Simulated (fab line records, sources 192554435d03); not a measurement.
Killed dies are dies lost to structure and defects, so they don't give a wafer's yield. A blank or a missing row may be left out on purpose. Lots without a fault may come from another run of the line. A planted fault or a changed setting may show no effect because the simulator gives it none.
Chamber matching | flow n5_finfet | N5_BEOL_M12_ETCH_68 on rie_diel-01: 4 sister chambers
The step etches SOC in N2/H2, time 285 s. 14 wafers are shown with their chamber, then 7 later ones without.

WAFERS WITH THEIR CHAMBER
wafer  | chamber | showerhead_plenum_p_Torr (Torr) | drypump_motor_current_A (A) | throttle_valve_pct (%)
L074.1 | 0       | 2.44                            | 6.1                         | 17.55
L074.2 | 3       | 2.44                            | 5.7                         | 18.00
L074.3 | 2       | 2.51                            | 6.2                         | 17.78
L079.2 | 1       | 2.50                            | 6.0                         | 17.41
L079.3 | 2       | 2.50                            | 6.2                         | 17.80
L079.4 | 3       | 2.44                            | 5.7                         | 18.02
L081.1 | 3       | 2.43                            | 5.7                         | 18.02
L081.4 | 3       | 2.43                            | 5.8                         | 18.02
L081.6 | 1       | 2.50                            | 6.0                         | 17.43
L084.1 | 2       | 2.50                            | 6.2                         | 17.40
L084.4 | 1       | 2.50                            | 5.9                         | 17.43
L084.5 | 2       | 2.50                            | 6.2                         | 17.41
L090.1 | 0       | 2.43                            | 6.0                         | 17.64
L090.2 | 3       | 2.42                            | 5.7                         | 18.06

SIGNATURES (means of the wafers above)
reading                  | chamber 0 | chamber 1 | chamber 2 | chamber 3 | scatter within a chamber
showerhead_plenum_p_Torr | 2.4350    | 2.5000    | 2.5025    | 2.4320    | 0.00636
drypump_motor_current_A  | 6.050     | 5.967     | 6.200     | 5.720     | 0.0443
throttle_valve_pct       | 17.5950   | 17.4233   | 17.5975   | 18.0240   | 0.124
Rule: a wafer's distance from a chamber is the root of the sum, over the readings, of the square of ((its reading less the chamber's mean) divided by the reading's scatter). The wafer belongs to the nearest chamber; if the next one is less than 2 further off, it can't be placed. The scatter: the root of (the sum of the squares of (reading less its chamber's mean) over the shown wafers, divided by (wafers less chambers)).

WAFERS WITHOUT THEIR CHAMBER
wafer  | showerhead_plenum_p_Torr (Torr) | drypump_motor_current_A (A) | throttle_valve_pct (%)
L090.3 | 2.49                            | 6.2                         | 17.42
L091.1 | 2.49                            | 6.2                         | 17.41
L091.4 | 2.43                            | 6.0                         | 17.65
L091.6 | 2.42                            | 5.7                         | 18.07
L097.1 | 2.42                            | 6.1                         | 17.65
L097.4 | 2.42                            | 5.7                         | 18.09
L097.6 | 2.42                            | 6.1                         | 17.65

WHICH CHAMBER EACH WENT THROUGH
wafer  | from the rows above | in truth
L090.3 | 2                   | 2
L091.1 | 2                   | 2
L091.4 | 0                   | 0
L091.6 | 3                   | 3
L097.1 | 0                   | 0
L097.4 | 3                   | 3
L097.6 | 0                   | 0
Placed correctly: 7 of 7. Can't be placed from these rows: 0. Placed wrongly: 0.
